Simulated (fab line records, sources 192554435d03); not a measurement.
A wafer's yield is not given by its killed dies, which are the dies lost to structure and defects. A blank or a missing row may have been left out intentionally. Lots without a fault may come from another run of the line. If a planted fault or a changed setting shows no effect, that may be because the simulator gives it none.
fab line records | flow n5-finfet
[record] lots = 3 wafers = 8 last-day = 16
route steps=1938 shown FIN_CUT@157 STI_FIN_REVEAL@183 BEOL_M4@1111 PASSIVATION@1936
lots with no fault: from the same line, run without faults
start-h: the number of hours between the record's first day and the start of the first shown wafer of the lot | wait-h: hours from the lot's prior step to this one | " identical to the entry in the row above | L1.1+2: one row covering several wafers at once | - no value, or no start given | * or withheld: withheld | < > ~ a bound
route shown NAME@n: names a module that has steps shown in the file, with the first one's number in the route | usual: mean/standard deviation taken from wafers without a fault | same: alike in all rows | chamber/n: place in a boat | sites: each site's reading | _std_site: standard deviation across them | _edge_site: mean of outer sites minus mean of inner sites | radius-mm: for every site, how far away it sits from the centre of the wafer | mask NAME#n: copy n | behind: the most recent tool/chamber to have shaped the wafer | hold: why the lot was held/for how many hours/how that ended | device: the n, p or np transistor that did not switch | end of line: the same wafers' tests at the end of the route | a step without rows: its recipe alone | killed: at the first sort, the dies lost to defects and structure; wafer yield is something else | map: the dies of a wafer, with x for killed, . for not killed, _ for no die there
set.NAME: the setting the step ran with; set.NAME@STEP: the setting that earlier step ran with | model.NAME: the simulator's own value behind a step, which no gauge read
lots seen at some steps along the route; tables by step, rows by wafer
services: from which hour (start-h, from the record's first day; less than 0 if before it) a tool's chamber was out of use, for how many hours, and why
[[steps]]
[step N5_FIN_CUT_COAT_02]
[recipe] resist = CAR-EUV spin-rpm = 1500 resist-thk-nm = 30
[step N5_FIN_CUT_EBR_04]
[recipe] solvent = PGMEA ebr-width-mm = 1.5
[step N5_FIN_CUT_SOFTBAKE_03]
[recipe] temp-c = 110 time-s = 60 resist = CAR-EUV
[step N5_FIN_CUT_EXPOSE_05]
[recipe] mask-id = FIN_CUT na = 0.33 source-shape = annular sigma-inner = 0.35 sigma-outer = 0.8 polarization = unpolarized dose-mj = 45.75
[step N5_FIN_CUT_PEB_06]
[recipe] peb-temp-c = 100 peb-time-s = 60 resist = CAR-EUV
[step N5_FIN_CUT_DEVELOP_07]
[recipe] develop-time-s = 30 developer = TMAH resist = CAR-EUV rinse-liquid = surfactant-rinse dry = air-spin dev-temp-c = 23
[step N5_FIN_CUT_DESCUM_13]
[recipe] chemistry = O2 time-s = 7 source-power-w = 50 bias-power-w = 20 pressure-mtorr = 20 rf-frequency-hz = 2.712e+07 temp-c = 40 resist = CAR-EUV o2-flow-sccm = 225
[step N5_FIN_CUT_ETCH_30]
[recipe] chemistry = N2/H2 target = underlayer target-depth-a = 130 mask-material = CAR-EUV time-s = 10.4 ion-energy-ev = 200 pressure-mtorr = 30 source-w = 840 bias-w = 150 n2-flow-sccm = 200 h2-flow-sccm = 200 ends = cleared
[step N5_FIN_CUT_ETCH_20]
[recipe] chemistry = CF4 target = SiARC target-depth-a = 260 mask-material = CAR-EUV time-s = 43.3 ion-energy-ev = 80 pressure-mtorr = 40 source-w = 545 bias-w = 36 Ar_flow_sccm = 100 cf4-flow-sccm = 100 ends = cleared
[step N5_FIN_CUT_ETCH_21]
[recipe] chemistry = N2/H2 target = SOC target-depth-a = 2190 overetch-a = 438 mask-material = SiARC temp-c = 40 ion-energy-ev = 100 bias-w = 61 time-s = 523.5 pressure-mtorr = 30 source-w = 850 n2-flow-sccm = 200 h2-flow-sccm = 200
[usual] chamber-pressure-mTorr = 29.996/0.028 drypump-motor-current-A = 5.8/0.62 oes-product-au = 0.70/0.06 rf-vpp-V = 240.8/1.4 showerhead-plenum-p-Torr = 2.55/0.087 throttle-valve-pct = 17.8/0.36
// columns lot.wafer tool chamber start-h wait-h chamber-pressure-mTorr drypump-motor-current-A oes-product-au rf-hours-counter-h rf-vpp-V showerhead-plenum-p-Torr throttle-valve-pct model.etch.depth-nm model.SiARC_of_FIN_CUT_COAT_19.thk-nm model.FIN_CUT.cd-offset-nm
L736.2 rie-diel-03 3 56.70 0.0 30.037 5.8 0.76 63 240.8 2.59 17.6 230.3 11.6 0
L736.3 " 1 " " 29.959 6.3 0.67 183 241.4 2.64 17.5 230 11.8 -0.2
L736.6 " 0 " " 29.991 5.1 0.67 - 240.8 2.51 18.0 230.8 11.8 -0.4
L741.2 rie-diel-02 0 87.84 0.0 30.001 5.7 0.67 189 241.7 2.65 18.4 230.2 12.2 0.2
L741.4 " 1 " " 30.005 6.6 0.67 168 242.3 2.65 18.0 229.8 11.8 0.4
L741.6 " 2 " " 29.987 4.6 0.64 - 243.1 2.61 18.0 229.3 11.8 -0.4
L744.1 rie-diel-02 0 107.16 0.0 30.009 5.8 0.66 198 241.7 2.64 18.4 229.9 12.2 -0.4
L744.3 " 3 " " 30.028 6.6 0.82 23 240.8 2.47 17.2 227.6 13 -1.2
[step N5_FIN_CUT_STRIP_23]
[recipe] chemistry = N2/H2 temp-c = 40 n2-flow-sccm = 200 h2-flow-sccm = 200 rf-frequency-hz = 6e+07
[step N5_FIN_CUT_STRIP_31]
[recipe] chemistry = N2/H2 temp-c = 40 n2-flow-sccm = 200 h2-flow-sccm = 200 rf-frequency-hz = 6e+07
[step N5_FIN_CUT_STRIP_24]
[recipe] chemistry = CF4 resist = SiARC power-w = 300 bias-power-w = 75 pressure-mtorr = 50 cf4-flow-sccm = 150 rf-frequency-hz = 6e+07
[step N5_FIN_CUT_CUT_ETCH_26]
[recipe] chemistry = CH3F/O2 target = SiNx target-depth-a = 390 mask-material = SOC time-s = 55.7 pressure-mtorr = 30 source-w = 395 bias-w = 73 Ar_flow_sccm = 150 CH3F_flow_sccm = 30 O2_flow_sccm = 20 ion-energy-ev = 120
[step N5_FIN_CUT_CUT_ETCH_27]
[recipe] chemistry = CHF3/O2 target = SiO2 target-depth-a = 40 mask-material = SOC overetch-a = 20 time-s = 4.9 pressure-mtorr = 30 source-w = 650 bias-w = 170 Ar_flow_sccm = 200 CHF3_flow_sccm = 50 O2_flow_sccm = 5 ion-energy-ev = 200
[step N5_FIN_CUT_PRECLEAN_35]
[recipe] time-s = 13.3 temp-c = 45 pressure-torr = 125 p-hf-torr = 3 p-coreactant-torr = 25 chemistry = vHF
[step N5_FIN_CUT_CUT_ETCH_15]
[recipe] chemistry = HBr/Cl2/O2 target = Si target-depth-a = 1000 bt-time-s = 10 mask-material = SOC time-s = 42.4 ion-energy-ev = * bias-w = * pressure-mtorr = 10 icp-w = 800 HBr_flow_sccm = 150 Cl2_flow_sccm = 80 O2_flow_sccm = 12
[step N5_FIN_CUT_CUT_ETCH_28]
[recipe] chemistry = HBr/Cl2/O2 target = Si target-depth-a = 60 mask-material = SOC time-s = 2.4 ion-energy-ev = * bias-w = * pressure-mtorr = 10 icp-w = 800 HBr_flow_sccm = 150 Cl2_flow_sccm = 80 O2_flow_sccm = 12
[usual] chamber-pressure-mTorr = 10.000/0.0094 drypump-motor-current-A = 5.9/0.33 oes_o_777_au = 1.01/0.046 oes-product-au = 0.993/0.015 throttle-valve-pct = 37.12/0.27
// columns lot.wafer tool chamber start-h wait-h chamber-pressure-mTorr drypump-motor-current-A oes_o_777_au oes-product-au rf-hours-counter-h throttle-valve-pct model.FIN_CUT.cd-offset-nm
L736.2 rie-si-01 1 57.29 0.0 10.007 6.3 1.04 0.989 117 37.06 -0.2
L736.3 " 0 " " 9.999 5.9 1.01 0.995 11 36.97 -0.2
L736.6 " 3 " " 9.998 5.8 0.97 0.966 - 37.07 -0.2
L741.2 rie-si-01 0 88.43 0.0 10.000 5.9 1.00 0.995 12 36.94 0.6
L741.4 " 2 " " 10.011 5.9 1.03 1.009 141 37.16 0.8
L741.6 " 2 " " 9.998 5.9 1.03 1.009 - 37.14 -0.2
L744.1 rie-si-01 0 107.75 0.0 9.994 5.9 1.00 1.000 12 36.95 0
L744.3 " 2 " " 10.011 5.9 1.03 1.001 141 37.16 -0.8
[step N5_FIN_CUT_STRIP_22]
[recipe] chemistry = N2/H2 power-w = 500 temp-c = 40 pressure-mtorr = 50 rf-frequency-hz = 6e+07 overash-fraction = 0.3 bias-power-w = 8 h2-frac = 0.5 n2-flow-sccm = 300 h2-flow-sccm = 300
[step N5_FIN_CUT_PRECLEAN_36]
[recipe] chemistry = O3/DIW time-s = 60 temp-c = 22 o3-ppm = 10
[step N5_FIN_CUT_SRD_32]
[recipe] dry = ipa-marangoni time-s = 30 temp-c = 23 rinse-liquid = diw
[step N5_FIN_CUT_UV_OZONE_34]
[recipe] time-s = 120 pressure-torr = 760 temp-c = 25
[step N5_STI_FIN_REVEAL_ALD_00]
[recipe] material = SiO2 target-thk-a = 10 temp-c = 300 ald-precursor-family = BDEAS ald-co-reactant = O2-plasma pulse-time-s = 1 pressure-torr = 2
[step N5_STI_FIN_REVEAL_ALD_14]
[recipe] material = Si3N4 target-thk-a = 30 temp-c = 400 ald-precursor-family = SiH2I2 ald-co-reactant = N2/H2-plasma pressure-torr = 2
[step N5_STI_FIN_REVEAL_FCVD_FILL_01]
[recipe] material = SiO2_flowable target-thk-a = 3120 temp-c = 100 pressure-torr = 0.8 rf-w = 2000 time-s = 512.2
[step N5_STI_FIN_REVEAL_DENSIFY_02]
[recipe] temp-c = 650 ambient = steam time-s = 1800 idle-temp-c = 400 densification-p-h2o-torr = 640
[step N5_STI_FIN_REVEAL_CMP_04]
[recipe] stop-on = Si3N4 t-overpolish-s = 4 down-force-psi = 2 platen-rpm = 54.18 post-cmp-clean = alkaline-brush pad-velocity-m-s = 1.078 target-thk-nm = 131.83
[step N5_STI_FIN_REVEAL_DENSIFY_30]
[recipe] temp-c = * time-s = * ambient = N2 idle-temp-c = 600 ramp-up-c-per-s = 150 ramp-down-c-per-s = 60 cool-to-c = 600
[step N5_STI_FIN_REVEAL_ETCHBACK_08]
[recipe] chemistry = C4F6/O2 target = SiO2 target-depth-a = 305 time-s = 10.167 ion-energy-ev = 250 pressure-mtorr = 30 source-w = 345 bias-w = 185 Ar_flow_sccm = 300 C4F6_flow_sccm = 10 O2_flow_sccm = 10
[step N5_STI_FIN_REVEAL_STRIP_24]
[recipe] chemistry = N2/H2 time-s = 90 power-w = 100 temp-c = 40 pressure-mtorr = 100 rf-frequency-hz = 6e+07 bias-power-w = 3 n2-flow-sccm = 300 h2-flow-sccm = 300
[step N5_STI_FIN_REVEAL_PRECLEAN_25]
[recipe] chemistry = SPM time-s = 90 temp-c = 120 mix = 4:1
[step N5_STI_FIN_REVEAL_PRECLEAN_26]
[recipe] chemistry = SC1 time-s = 45 temp-c = 46 mix = 1:2:100
[step N5_STI_FIN_REVEAL_PRECLEAN_29]
[recipe] chemistry = DHF time-s = 30 temp-c = 25 dilution = 300:1
[step N5_STI_FIN_REVEAL_SRD_12]
[recipe] time-s = 30 temp-c = 23 rinse-liquid = diw dry = ipa-marangoni
[step N5_STI_FIN_REVEAL_RECESS_09]
[recipe] chemistry = HF/NH3 target = SiO2 afs-cycles = 11 target-depth-a = 425 temp-c = 30 sublimation-temp-c = 180 sublimation-time-s = 60
[step N5_STI_FIN_REVEAL_STRIP_16]
[recipe] chemistry = H3PO4 material = SiNx temp-c = 165 target-depth-a = 238 overetch-fraction = 0.4964 dry = ipa-marangoni
[step N5_STI_FIN_REVEAL_PRECLEAN_17]
[recipe] chemistry = NF3:NH3 afs-cycles = 1 temp-c = 30 time-s = 20 sublimation-temp-c = 180 sublimation-time-s = 60 pressure-torr = 3 rf-power-w = 30
[step N5_BEOL_M4_RC_MEAS_101]
[usual] DIBL_N = 36.5/2 DIBL_P = 36.5/2.3 IOFF_N = 0.16/0.036 IOFF_P = 0.21/0.037 ION_N = 672/12 ION_P = 459/7.1 SS_N = 71.6/0.73 SS_P = 73.4/0.76 VT_N = 250/3.3 VT_P = -250.5/2.9
// columns lot.wafer tool chamber start-h wait-h DIBL_N[mV/V] DIBL_P[mV/V] IOFF_N[nA/um] IOFF_P[nA/um] ION_N[uA/um] ION_P[uA/um] SS_N[mV/dec] SS_P[mV/dec] VT_N[mV] VT_P[mV]
L736.2 prober-01 0 195.08 0.2 33.8 33.6 0.12 0.17 663 459 70.6 72.7 254 -252.6
L736.3 " 0 " " 33.8 33.8 0.13 0.18 676 461 70.0 73.0 251 -252.3
L736.6 " 0 " " 34.6 33.9 0.13 0.17 670 459 70.1 73.0 255 -252.6
L741.2 prober-01 0 230.02 0.2 36.3 37.2 0.16 0.21 665 459 71.8 73.7 253 -249.4
L741.4 " 0 " " 34.7 35.6 0.14 0.20 671 463 71.6 72.3 252 -250.4
L741.6 " 0 " " 37.3 37.0 0.18 0.23 652 449 72.4 73.4 252 -250.0
L744.1 prober-01 0 259.25 0.0 38.0 39.0 0.22 0.24 690 463 72.4 74.0 246 -248.6
L744.3 " 0 " " 35.1 36.7 0.16 0.21 676 462 71.2 73.1 249 -248.9
[step N5_PASSIVATION_PROBE_49]
[usual] defect-limited-yield = 91.4/1.4 killed_at_M0_to_M3 = 33/11 killed_at_M4_up = 13/5.3 killed-at-contacts = 13/6.1 killed-at-front-end = 40/11 killed-at-other = 2.9/2.7 killed-dies = 102/17 killed-on-rim = 14/4.2 killed-open = 68/13 killed-short = 32/7.5 sort_bin_5_function = 5.1/0.98 sort_bin_6_memory = 3.2/0.69 sort-n-pass = 1077/21 sort-yield-pct = 91.3/1.7
[same] gross-dies = 1180 killed-at-back-side = 0 sort_bin_4_leakage[%] = 0 sort_bin_8_speed[%] = 0
// columns lot.wafer tool chamber start-h wait-h defect-limited-yield[%] killed_at_M0_to_M3 killed_at_M4_up killed-at-contacts killed-at-front-end killed-at-other killed-dies killed-on-rim killed-open killed-short sort_bin_5_function[%] sort_bin_6_memory[%] sort-n-pass sort-yield-pct[%]
L741.2 prober-01 - 343.61 0.1 92.5 26 17 25 21 0 89 13 66 21 4.4 3.1 1091 92.5
L741.4 prober-01 - 343.71 0.2 92.5 21 10 25 30 3 89 12 58 30 5.1 1.9 1091 92.5
L741.6 prober-01 - 343.81 0.3 93.0 16 16 19 31 1 83 10 53 28 4.4 2.4 1097 93.0
L744.3 prober-01 - 374.02 0.1 71.5 35 19 13 263 6 336 30 81 23 24.9 3.4 844 71.5
// killed by level:class
L741.2 MOL_CONTACT_COAG:geometric-particle:open=21 BEOL_M0_SAQP:geometric-particle:open=9 BEOL_M1:geometric-particle:open=7 BEOL_M0_SAQP:geometric-particle:short=5 FIN_SAQP:geometric-particle:open=4 MOL_CONTACT_COAG:geometric-particle:short=4 BEOL_M11:geometric-particle:open=4 DUMMY_GATE:geometric-particle:open=3
L741.4 MOL_CONTACT_COAG:geometric-particle:open=20 FIN_SAQP:geometric-particle:short=10 BEOL_M2:geometric-particle:open=8 GATE_CUT:geometric-particle:short=6 MOL_CONTACT_COAG:geometric-particle:short=5 BEOL_M3:geometric-particle:open=4 FIN_SAQP:geometric-particle:open=3 STI_FIN_REVEAL:geometric-particle:open=3
L741.6 MOL_CONTACT_COAG:geometric-particle:open=17 FIN_SAQP:geometric-particle:short=7 BEOL_M4:geometric-particle:short=6 BEOL_M4:geometric-particle:open=6 DUMMY_GATE:geometric-particle:open=5 FIN_SAQP:geometric-particle:open=4 BEOL_M3:geometric-particle:open=4 STI_FIN_REVEAL:geometric-particle:short=3
L744.3 FIN_CUT:area-etch=229 FIN_SAQP:geometric-particle:open=15 BEOL_M3:geometric-particle:open=12 MOL_CONTACT_COAG:geometric-particle:open=12 BEOL_M4:geometric-particle:open=8 BEOL_M2:geometric-particle:open=6 FIN_SAQP:geometric-particle:short=4 BEOL_M0_SAQP:geometric-particle:open=4
// map L744.3 (x killed, . not)
_________________............________________
______________.......x...xx....._____________
___________............x..x.xx.....__________
__________......xx....x..x.........._________
________.......x.x.x.....x......x....._______
_______...........x..x.............x...______
______....x..xx......xxxx........x.x...._____
_____...........x..xx................x...____
____.x..........xx.xx..........xx.......x.___
___..........x....xx.......xx..x..........x__
___.............x.......x....xx............__
__..x...x...x...x...x.........x..xx...x.x..._
__.................x..x....x.x..xx.........x_
_...x...........x.xx.xx....x...x.x.....x....x
_....x....x..x.x..xxx...x.x.x.....x..........
_.....x.x....xx..x....x.......x..........x...
_.x.x...x.x.x.....xxxxx.xxxx.x.x.x...........
_.....x.x.xxxx......xxx.........x.xxx........
_.........xx...x........xx...x........x......
_.xx..x.x.xxx....x..xx.xx.x.xxx..............
_x..x........x......xxx....x..........x..x...
__....xx.....x.x..x.xx..x.x....x....x......._
__.......xx.xx.xx.xx.x..xx....x..xx.x......x_
___....xxx.xxxx.x.....x..xx.x.x..xx...x..x.__
___....xxxxxxxxxx..x..x...x.x...xxx.....xx.__
____xx.xx.xxxxxxx.x.xxx.xxx.....x.........___
_____...xxxxxxxxx.x.xx........xxx........____
______xx.xxx.xxxx..xxx......xx.x.....xx._____
_______.xxxxxxxxxx..x..xxx......xxxxxx.______
________xxxxxxxx..x.......x.x...xx.xxx_______
__________xx...x.x....x...xx.x.x..xx_________
___________.xxxx.xxx...x....x....x.__________
______________....xx......xx.x.._____________
_________________............________________
// map L741.2 (x killed, . not)
_________________............________________
______________......x..x........_____________
___________......x..x.....x........__________
__________.....x...................._________
________...x.......x............x....._______
_______.......x........................______
______xx................................_____
_____...x....................x......x....____
____.....x...............x.........xx.....___
___........................................__
___...............x..............x..x......__
__...................................x......_
__..x...........................x.........x._
_...x....x.................................x.
_..x...x.............................x.......
_......x..x.x............x.....x.x......x..x.
_.x....x....x............x.x...........x.....
_.........x...x..........x................x..
_.....................................x......
_...x.....x..........x.......................
_.....x........................x.............
__................xx........x.........x....._
__.........................x................_
___......x....x...........................x__
___.x.................x...............x....__
____.......x.......................x......___
_____........x...x.......x...............____
______.................................._____
_______......x............x...x.....xxx______
________.............x...x..........xx_______
__________........x................._________
___________..x...x..x.............x__________
______________................x._____________
_________________..x.........________________
[[services]]
// columns tool chamber start-h hours kind
rie-diel-02 1 53.32 16.7 repair
rie-diel-03 3 64.95 12.8 repair
rie-diel-03 1 65.00 11.8 repair
[[key]]
[first-sign] step = N5_PASSIVATION_PROBE_49 reading = killed-at-front-end direction = up sigmas = 20 usual = 40 struck = 263
[effect] step = N5_PASSIVATION_PROBE_49 reading = sort_bin_5_function direction = up sigmas = 20 usual = 5.1 struck = 24.9
[model-effect] step = N5_FIN_CUT_ETCH_21 value = etch.depth-nm without = 229.1 struck = 227.6
[model-effect] step = N5_FIN_CUT_CUT_ETCH_28 value = FIN_CUT.cd-offset-nm without = 0.2 struck = -0.8
[more-kills-born-at] N5_FIN_CUT_ETCH_21@rie-diel-02 = 229
met-at N5_FIN_CUT_ETCH_21
struck-wafers L744.3
onset-between 87.84 107.16
[fault] kind = process-parameter-drift tool = rie-diel-02 chamber = - onset-h = 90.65 steps = N5_FIN_CUT_ETCH_21 channel = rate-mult offset = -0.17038 shape = step end-h = 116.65 scope = struck-wafers-only
